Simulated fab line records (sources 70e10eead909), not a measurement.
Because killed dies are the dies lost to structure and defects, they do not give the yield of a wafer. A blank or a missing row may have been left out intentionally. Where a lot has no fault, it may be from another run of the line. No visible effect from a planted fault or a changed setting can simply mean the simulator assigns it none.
fab line records    flow nand-harc
[record] lots = 5  wafers = 15  last-day = 26
route steps=1159 shown P_GATE@126
lots untouched by any fault: they come from a run of this same line in which no faults occurred
start-h: hours from the record's opening day to when the first of the lot's shown wafers began    wait-h: hours since the lot's step before    " same as the row above    L1.1+2: a single row standing in for several wafers    - value missing, or start not given    * or withheld: withheld    < > ~ a bound
route shown NAME@n: a module of which the file shows steps, and the number in the route of the first    usual: mean and standard deviation over wafers with no fault    same: alike in all rows    chamber/n: place in a boat    sites: the reading at each site    _std_site: how widely they spread, as a standard deviation    _edge_site: outer sites' mean less inner sites'    radius-mm: for every site, how far away it sits from the centre of the wafer    mask NAME#n: copy n    behind: the tool/chamber that last shaped the wafer    hold: cause of the lot's hold/its duration in hours/its outcome    device: names the non-switching transistor (n, p or np)    end of line: at the end of the route, the tests of the same wafers    for a step that has no rows: nothing shown but its recipe    killed: not the wafer's yield, but the dies lost to structure and defects at the first sort    map: the dies of a wafer, with x for killed, . for not killed, _ for no die there
set.NAME: setting as actually run; set.NAME@STEP: the setting as run at that earlier step    model.NAME: the simulator's own value behind a step, which no gauge read
certain route steps with their lots: each step a table, each wafer a row
services: from which hour (start-h, from the record's first day; less than 0 if before it) a tool's chamber was out of use, for how many hours, and why
[[steps]]
[step NHARC_P_GATE_STRIP_15]
[recipe] time-s = 780  temp-c = 130  chemistry = SPM
[step NHARC_P_GATE_PRECLEAN_71]
[recipe] time-s = *  temp-c = 50  bath-age-min = 0  chemistry = SC1
[step NHARC_P_GATE_SRD_72]
[step NHARC_P_GATE_OXIDE_16]
[recipe] target-thk-a = 30  temp-c = 875  ox-time-s = 392  material = SiO2
[step NHARC_P_GATE_CVD_17]
[recipe] target-thk-a = 1500  temp-c = 620  time-s = 900  material = poly-Si
[step NHARC_P_GATE_HM_DEP_102]
[recipe] target-thk-a = 1200  temp-c = 400  material = aC
[usual] susceptor-temp-C = 400.04/0.18  throttle-valve-pct = 35.001/0.0086
lot.wafer  tool        chamber  start-h  wait-h  susceptor-temp-C  throttle-valve-pct
L144.2     acl-dep-01  0        96.39    0.5     399.97            35.000
L144.4     "           0        "        "       400.07            34.989
L144.5     "           0        "        "       400.13            34.998
L145.3     acl-dep-03  0        105.08   2.2     400.16            34.994
L145.4     "           0        "        "       400.20            34.978
L145.6     "           0        "        "       400.57            35.014
L150.1     acl-dep-03  0        135.88   0.4     399.86            34.987
L150.5     "           0        "        "       400.15            35.007
L150.6     "           0        "        "       399.93            35.003
L158.1     acl-dep-03  0        194.15   1.0     399.88            34.996
L158.5     "           0        "        "       399.87            35.004
L158.6     "           0        "        "       399.77            35.009
L166.1     acl-dep-02  0        224.86   1.2     400.02            35.006
L166.4     "           0        "        "       400.03            35.002
L166.6     "           0        "        "       400.20            34.995
[step NHARC_P_GATE_DEP_103]
[recipe] target-thk-a = 300  target-thk-nm = 30  temp-c = 400  flow-sccm = 200  rf-w = 350  material = SiON
[step NHARC_P_GATE_DEHYDRATE_18]
[recipe] temp-c = 150  time-s = 120
[step NHARC_P_GATE_HMDS_19]
[recipe] time-s = 30
[step NHARC_P_GATE_COAT_20]
[recipe] spin-rpm = 1500  resist-thk-nm = 90
[step NHARC_P_GATE_SOFTBAKE_21]
[recipe] temp-c = 105  time-s = 55
[step NHARC_P_GATE_EBR_22]
[step NHARC_P_GATE_EXPOSE_23]
[recipe] na = 1.35  target-cd-nm = 120  dose-mj = 93.91  mask-id = P_GATE
[usual] focus-offset-nm = 0.0/0.55
lot.wafer  tool             chamber  start-h  wait-h  mask         focus-offset-nm
L144.2     arfi-scanner-02  0        97.50    -       P_GATE#0     -1.4
L144.4     "                0        "        "       P_GATE#0     -0.5
L144.5     "                0        "        "       P_GATE#0     -0.2
L145.3     arfi-scanner-02  0        106.18   -       P_GATE#0     -0.7
L145.4     "                0        "        "       P_GATE#0     0.3
L145.6     "                0        "        "       P_GATE#0     0.3
L150.1     arfi-scanner-02  0        137.23   -       P_GATE_R1#0  1.1
L150.5     "                0        "        "       P_GATE_R1#0  -0.1
L150.6     "                0        "        "       P_GATE_R1#0  -0.5
L158.1     arfi-scanner-01  0        195.38   -       P_GATE#0     -0.2
L158.5     "                0        "        "       P_GATE#0     -0.2
L158.6     "                0        "        "       P_GATE#0     -0.4
L166.1     arfi-scanner-02  0        226.06   -       P_GATE#0     -0.5
L166.4     "                0        "        "       P_GATE#0     -0.3
L166.6     "                0        "        "       P_GATE#0     -0.7
[step NHARC_P_GATE_PEB_24]
[recipe] peb-temp-c = 100  peb-time-s = 65
[step NHARC_P_GATE_DEVELOP_25]
[recipe] develop-time-s = 35  dev-temp-c = 23
[step NHARC_P_GATE_CD_MEAS_26]
[recipe] target-cd-nm = 120  landing-energy-ev = 500
[usual] cd-nm = 119.9/0.57
lot.wafer  tool       chamber  start-h  wait-h  cd-nm
L144.2     cd-sem-03  0        97.63    -       119.5
L144.4     "          0        "        "       120.4
L144.5     "          0        "        "       120.0
L145.3     cd-sem-02  0        106.31   -       119.9
L145.4     "          0        "        "       120.4
L145.6     "          0        "        "       119.4
L150.1     cd-sem-02  0        137.37   -       114.9
L150.5     "          0        "        "       114.1
L150.6     "          0        "        "       113.6
L158.1     cd-sem-02  0        195.52   -       119.2
L158.5     "          0        "        "       120.0
L158.6     "          0        "        "       118.9
L166.1     cd-sem-02  0        226.20   -       119.3
L166.4     "          0        "        "       119.0
L166.6     "          0        "        "       118.9
[step NHARC_P_GATE_OVL_MEAS_27]
[usual] overlay-x-nm = 0.1/0.78  overlay-y-nm = 0.0/0.84
lot.wafer  tool        chamber  start-h  wait-h  overlay-x-nm  overlay-y-nm
L144.2     overlay-01  -        97.72    -       -0.4          0.1
L144.4     "           -        "        "       -0.8          0.6
L144.5     "           -        "        "       -1.1          0.1
L145.3     overlay-02  -        106.40   -       0.8           1.9
L145.4     "           -        "        "       0.3           2.4
L145.6     "           -        "        "       1.2           2.2
L150.1     overlay-01  -        137.47   -       0.5           0.9
L150.5     "           -        "        "       0.3           0.4
L150.6     "           -        "        "       0.7           1.1
L158.1     overlay-02  -        195.61   -       -1.1          0.5
L158.5     "           -        "        "       -1.2          0.8
L158.6     "           -        "        "       -1.2          0.3
L166.1     overlay-02  -        226.29   -       0.6           -0.4
L166.4     "           -        "        "       0.8           -0.7
L166.6     "           -        "        "       0.4           -0.5
[step NHARC_P_GATE_INSPECT_28]
[usual] raw-defect-count = 6/3.7
lot.wafer  tool               chamber  start-h  wait-h  raw-defect-count
L144.2     defect-inspect-02  -        97.76    0.0     5
L144.4     "                  -        "        "       3
L144.5     "                  -        "        "       4
L145.3     defect-inspect-02  -        106.44   0.0     7
L145.4     "                  -        "        "       10
L145.6     "                  -        "        "       4
L150.1     defect-inspect-01  -        137.51   0.0     8
L150.5     "                  -        "        "       3
L150.6     "                  -        "        "       5
L158.1     defect-inspect-01  -        195.64   0.0     4
L158.5     "                  -        "        "       4
L158.6     "                  -        "        "       3
L166.1     defect-inspect-02  -        226.33   0.0     5
L166.4     "                  -        "        "       8
L166.6     "                  -        "        "       11
[step NHARC_P_GATE_DESCUM_31]
[recipe] time-s = 3  o2-flow-sccm = 200  ar-flow-sccm = 0  bias-power-w = 0  chemistry = O2
[usual] drypump-motor-current-A = 5.6/0.48  mfc-ar-sccm = 0.012/0.015  oes-product-au = 1.005/0.0097  rf-vpp-V = 57.6/0.86  showerhead-plenum-p-Torr = 1.89/0.09  throttle-valve-pct = 11.312/0.0092
[same] bias-power-w = 0
lot.wafer  tool         chamber  start-h  wait-h  drypump-motor-current-A  mfc-ar-sccm  oes-product-au  rf-hours-counter-h  rf-vpp-V  showerhead-plenum-p-Torr  throttle-valve-pct  model.P_GATE.cd-nm
L144.2     rie-diel-08  0        97.82    0.1     5.7                      0.015        0.992           49                  56.1      1.78                      11.310              119.7
L144.4     "            3        "        "       5.1                      0.033        1.006           49                  57.9      1.86                      11.316              120.7
L144.5     "            0        "        "       5.7                      0.015        0.997           -                   57.0      1.78                      11.305              119.9
L145.4     rie-diel-08  0        106.64   0.2     5.7                      0.015        0.997           52                  57.0      1.78                      11.297              120.8
L145.3     "            1        "        "       5.4                      0            0.990           55                  57.2      1.99                      11.320              119.6
L145.6     "            3        "        "       5.1                      0.033        0.997           -                   59.2      1.86                      11.309              119.3
L150.1     rie-diel-08  2        137.58   0.1     4.8                      0            1.000           2                   58.4      2.04                      11.304              113.5
L150.6     "            1        "        "       5.4                      0            1.006           -                   58.0      1.99                      11.316              113
L150.5     "            2        "        "       4.9                      0            0.998           -                   58.6      2.04                      11.319              113.6
L158.1     rie-diel-13  3        195.86   0.2     5.6                      0            1.006           14                  57.5      2.00                      11.309              119.8
L158.5     "            1        "        "       6.0                      0.007        1.004           -                   57.9      1.95                      11.308              119.5
L158.6     "            2        "        "       6.2                      0.007        1.021           -                   56.5      1.78                      11.306              119
L166.1     rie-diel-13  3        226.39   0.1     5.6                      0            1.006           18                  60.1      2.00                      11.319              120
L166.4     "            0        "        "       5.1                      0.043        1.001           17                  57.3      1.82                      11.303              119.8
L166.6     "            0        "        "       5.1                      0.043        1.010           -                   57.7      1.82                      11.317              118.9
[step NHARC_P_GATE_ETCH_104]
[recipe] target-depth-a = 600  time-s = withheld  cf4-flow-sccm = 100  chf3-flow-sccm = 30  ar-flow-sccm = 0  rf-w = 500  bias-w = 200  chemistry = CF4/CHF3
[usual] drypump-motor-current-A = 5.6/0.49  mfc-ar-sccm = 0.014/0.016  oes-product-au = 0.948/0.021  rf-vpp-V = 369.9/2.4  showerhead-plenum-p-Torr = 1.55/0.067  throttle-valve-pct = 16.804/0.0086
lot.wafer  tool         chamber  start-h  wait-h  drypump-motor-current-A  mfc-ar-sccm  oes-product-au  rf-vpp-V  showerhead-plenum-p-Torr  throttle-valve-pct
L144.4     rie-diel-08  2        97.99    0.1     4.8                      0            0.936           373.7     1.67                      16.792
L144.2     "            0        "        "       5.7                      0.015        0.953           366.8     1.47                      16.802
L144.5     "            2        "        "       4.8                      0            0.943           373.5     1.67                      16.808
L145.4     rie-diel-08  3        106.71   0.1     5.1                      0.033        0.956           369.7     1.53                      16.801
L145.3     "            0        "        "       5.7                      0.015        0.956           368.5     1.47                      16.812
L145.6     "            0        "        "       5.7                      0.015        0.953           366.9     1.47                      16.803
L150.1     rie-diel-08  3        137.66   0.1     5.1                      0.033        0.970           368.8     1.53                      16.803
L150.6     "            1        "        "       5.4                      0            0.961           371.7     1.63                      16.798
L150.5     "            2        "        "       4.8                      0            0.981           373.3     1.67                      16.809
L158.1     rie-diel-13  3        196.36   0.5     5.6                      0            0.942           373.7     1.64                      16.804
L158.6     "            0        "        "       5.1                      0.043        0.923           367.0     1.50                      16.806
L158.5     "            1        "        "       6.1                      0.007        0.913           372.1     1.60                      16.808
L166.4     rie-diel-13  2        226.47   0.1     6.2                      0.007        1.009           366.4     1.46                      16.813
L166.1     "            0        "        "       5.1                      0.043        0.957           368.5     1.50                      16.798
L166.6     "            3        "        "       5.6                      0            0.966           370.9     1.64                      16.783
[step NHARC_P_GATE_HM_OPEN_105]
[recipe] target-depth-a = 3600  o2-flow-sccm = 400  cos-flow-sccm = 20  ar-flow-sccm = 0  rf-w = 500  bias-w = 300  chemistry = O2/COS
[usual] drypump-motor-current-A = 5.6/0.48  mfc-ar-sccm = 0.013/0.016  oes-product-au = 1.004/0.01  rf-vpp-V = 466.3/3  showerhead-plenum-p-Torr = 3.08/0.14  throttle-valve-pct = 28.330/0.01
lot.wafer  tool         chamber  start-h  wait-h  drypump-motor-current-A  mfc-ar-sccm  oes-product-au  rf-hours-counter-h  rf-vpp-V  showerhead-plenum-p-Torr  throttle-valve-pct
L144.2     rie-diel-08  2        -        -       4.8                      0            0.998           50                  472.8     3.31                      28.344
L144.4     "            3        "        "       5.1                      0.033        1.001           49                  464.8     3.04                      28.319
L144.5     "            0        "        "       5.7                      0.015        1.011           -                   463.3     2.92                      28.322
L145.4     rie-diel-08  1        -        -       5.4                      0            1.008           55                  470.8     3.24                      28.316
L145.3     "            2        "        "       4.8                      0            1.000           52                  471.6     3.31                      28.328
L145.6     "            1        "        "       5.4                      0            0.994           -                   469.7     3.24                      28.311
L150.1     rie-diel-08  2        -        -       4.9                      0            0.997           2                   469.9     3.31                      28.301
L150.5     "            3        "        "       5.1                      0.033        0.988           -                   465.3     3.04                      28.324
L150.6     "            0        "        "       5.7                      0.015        1.010           -                   462.9     2.91                      28.326
L158.1     rie-diel-13  2        -        -       6.2                      0.007        1.022           14                  461.7     2.91                      28.342
L158.6     "            1        "        "       6.1                      0.007        1.004           -                   467.2     3.17                      28.317
L158.5     "            2        "        "       6.2                      0.007        1.021           -                   461.5     2.91                      28.334
L166.4     rie-diel-13  2        -        -       6.2                      0.007        1.023           18                  462.8     2.91                      28.314
L166.1     "            0        "        "       5.1                      0.043        1.007           17                  465.4     2.98                      28.337
L166.6     "            3        "        "       5.6                      0            1.003           -                   469.6     3.25                      28.338
[step NHARC_P_GATE_STRIP_106]
[recipe] o2-flow-sccm = 400  cos-flow-sccm = 20  ar-flow-sccm = 0  bias-w = 0  chemistry = O2/COS
[step NHARC_P_GATE_ETCH_114]
[recipe] target-depth-a = 300  overetch-a = 30  time-s = 16.5  ion-energy-ev = 100  cf4-flow-sccm = 80  o2-flow-sccm = 20  ar-flow-sccm = 0  rf-w = 300  bias-w = 100  chemistry = CF4/O2
[usual] drypump-motor-current-A = 5.6/0.48  mfc-ar-sccm = 0.013/0.015  oes-product-au = 1.003/0.01  rf-vpp-V = 197.3/1.5  showerhead-plenum-p-Torr = 1.31/0.061  throttle-valve-pct = 13.397/0.0086
lot.wafer  tool         chamber  start-h  wait-h  drypump-motor-current-A  mfc-ar-sccm  oes-product-au  rf-hours-counter-h  rf-vpp-V  showerhead-plenum-p-Torr  throttle-valve-pct
L144.2     rie-diel-08  0        -        -       5.7                      0.015        0.997           50                  196.4     1.24                      13.394
L144.4     "            1        "        "       5.4                      0            0.990           52                  199.2     1.39                      13.411
L144.5     "            0        "        "       5.7                      0.015        1.000           -                   197.0     1.24                      13.405
L145.4     rie-diel-08  3        -        -       5.1                      0.033        1.002           51                  197.9     1.30                      13.395
L145.3     "            2        "        "       4.8                      0            0.995           53                  199.9     1.42                      13.409
L145.6     "            3        "        "       5.1                      0.033        1.004           -                   196.1     1.30                      13.405
L150.1     rie-diel-08  2        -        -       4.8                      0            1.001           2                   200.3     1.42                      13.404
L150.6     "            0        "        "       5.7                      0.015        1.004           -                   196.9     1.24                      13.396
L150.5     "            1        "        "       5.4                      0            0.990           -                   199.0     1.39                      13.401
L158.1     rie-diel-13  0        -        -       5.1                      0.043        0.989           14                  196.7     1.27                      13.397
L158.5     "            0        "        "       5.1                      0.043        0.990           -                   197.2     1.27                      13.408
L158.6     "            1        "        "       6.0                      0.007        1.000           -                   199.0     1.36                      13.381
L166.1     rie-diel-13  1        -        -       6.1                      0.007        0.994           18                  198.2     1.36                      13.400
L166.4     "            2        "        "       6.2                      0.007        1.032           18                  195.9     1.24                      13.385
L166.6     "            1        "        "       6.1                      0.007        0.999           -                   198.3     1.36                      13.392
[step NHARC_P_GATE_ETCH_32]
[recipe] target-depth-a = 1500  over-etch-frac = 1  over-etch-ion-energy-ev = 40  time-s = 100.1  hbr-flow-sccm = 150  cl2-flow-sccm = 50  rf-w = 400  icp-w = 400  bias-w = 100  chemistry = HBr/Cl2
[usual] drypump-motor-current-A = 5.4/0.41  oes-product-au = 1.000/0.011  throttle-valve-pct = 26.406/0.0094
lot.wafer  tool       chamber  start-h  wait-h  drypump-motor-current-A  oes-product-au  rf-hours-counter-h  throttle-valve-pct  model.P_GATE.cd-nm
L144.2     rie-si-04  2        98.41    -       5.4                      1.004           1.1                 26.413              117.2
L144.4     "          0        "        "       4.6                      0.997           1.1                 26.424              127.2
L144.5     "          1        "        "       5.3                      1.010           -                   26.415              121.5
L145.4     rie-si-01  3        107.43   -       5.7                      1.003           1.1                 26.397              120.5
L145.3     "          2        "        "       5.3                      1.012           1.3                 26.399              117.4
L145.6     "          3        "        "       5.7                      1.005           -                   26.415              118.7
L150.1     rie-si-01  3        138.05   -       5.7                      1.008           0.0                 26.411              109.6
L150.5     "          2        "        "       5.4                      1.014           -                   26.419              119.6
L150.6     "          3        "        "       5.7                      0.997           -                   26.396              113.6
L158.1     rie-si-02  0        197.26   -       6.1                      0.991           1.5                 26.399              122.4
L158.6     "          2        "        "       5.3                      0.992           -                   26.413              117.4
L158.5     "          3        "        "       4.7                      1.018           -                   26.400              119.2
L166.1     rie-si-02  0        226.89   -       6.1                      1.004           0.0                 26.412              123.9
L166.4     "          1        "        "       6.1                      0.997           0.0                 26.414              122
L166.6     "          2        "        "       5.3                      0.995           -                   26.406              114
[step NHARC_P_GATE_STRIP_108]
[recipe] o2-flow-sccm = 500  ar-flow-sccm = 0  bias-w = 0  chemistry = O2
[usual] drypump-motor-current-A = 5.6/0.49  mfc-ar-sccm = 0.014/0.015  oes-product-au = 1.003/0.01  rf-vpp-V = 57.8/0.91  showerhead-plenum-p-Torr = 3.49/0.15  throttle-valve-pct = 17.035/0.0087
lot.wafer  tool         chamber  start-h  wait-h  drypump-motor-current-A  mfc-ar-sccm  oes-product-au  rf-hours-counter-h  rf-vpp-V  showerhead-plenum-p-Torr  throttle-valve-pct
L144.4     rie-diel-13  0        98.57    -       5.1                      0.043        0.998           29                  56.8      3.38                      17.040
L144.2     "            1        "        "       6.1                      0.007        0.998           29                  58.8      3.59                      17.023
L144.5     "            3        "        "       5.6                      0            1.008           -                   58.1      3.68                      17.021
L145.3     rie-diel-13  0        108.08   -       5.1                      0.043        1.002           0                   58.2      3.38                      17.046
L145.4     "            2        "        "       6.2                      0.007        1.022           0                   57.9      3.30                      17.039
L145.6     "            3        "        "       5.6                      0            1.010           -                   58.5      3.68                      17.037
L150.1     rie-diel-11  0        138.19   -       5.9                      0.020        0.995           43                  59.3      3.34                      17.022
L150.6     "            0        "        "       5.9                      0.020        1.009           -                   57.3      3.34                      17.049
L150.5     "            1        "        "       6.4                      0.032        0.989           -                   58.2      3.48                      17.024
L158.1     rie-diel-13  0        197.40   -       5.1                      0.043        1.008           14                  58.4      3.37                      17.035
L158.5     "            3        "        "       5.6                      0            1.000           -                   58.7      3.68                      17.034
L158.6     "            0        "        "       5.1                      0.043        1.003           -                   57.7      3.37                      17.059
L166.1     rie-diel-13  3        227.05   -       5.6                      0            1.004           18                  59.0      3.67                      17.038
L166.4     "            0        "        "       5.1                      0.043        1.005           17                  56.4      3.37                      17.032
L166.6     "            2        "        "       6.2                      0.007        1.022           -                   55.2      3.29                      17.028
[[services]]
tool             chamber  start-h  hours  kind
rie-si-01        1        77.15    1.7    repair
rie-diel-13      0        78.20    -      clean
rie-diel-13      1        78.20    -      clean
rie-diel-13      2        78.20    -      clean
arfi-scanner-02  -        84.00    4.0    pm
rie-si-01        0        84.67    9.8    repair
rie-si-04        -        99.00    9.0    pm
rie-diel-13      -        99.06    9.0    pm
acl-dep-01       -        111.63   13.0   pm
rie-diel-08      -        124.80   9.0    pm
rie-si-01        -        127.00   9.0    pm
rie-si-04        2        134.61   17.2   repair
rie-diel-08      2        146.82   5.8    repair
rie-diel-08      3        149.11   11.9   repair
acl-dep-02       -        170.32   13.0   pm
rie-si-01        -        174.47   0.4    repair
rie-diel-11      -        190.89   9.0    pm
arfi-scanner-01  -        196.00   4.0    pm
rie-diel-08      0        199.78   14.0   repair
rie-si-01        3        199.82   1.2    repair
rie-si-02        -        211.00   9.0    pm
rie-diel-13      0        220.03   3.6    repair
arfi-scanner-01  -        220.27   2.3    repair
acl-dep-03       -        223.37   13.0   pm
[[key]]
[first-sign] step = NHARC_P_GATE_EXPOSE_23  reading = mask  direction = changed
[effect] step = NHARC_P_GATE_CD_MEAS_26  reading = cd-nm  direction = down  sigmas = 10  usual = 119.9  struck = 114.2
[model-effect] step = NHARC_P_GATE_DESCUM_31  value = P_GATE.cd-nm  without = 119.5  struck = 113.4
[model-effect] step = NHARC_P_GATE_ETCH_32  value = P_GATE.cd-nm  without = 120.4  struck = 114.3
met-at NHARC_P_GATE_EXPOSE_23
struck-wafers L150.1,L150.5,L150.6
tester-left-out L150
onset-between 106.18 137.23
[fault] kind = wrong-mask  tool = any  chamber = -  onset-h = 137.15  steps = NHARC_P_GATE_EXPOSE_23  aux-copy = P_GATE_R1#0  cd-offset-nm = -6.0899  scope = struck-lots-only
// tester-left-out: of these lots the tester's yield and bins aren't shown, on N5 and GAA mostly nor the transistor test; their killed dies are dies lost to structure and defects alone, not to doping, threshold or leakage, so they don't give the yield
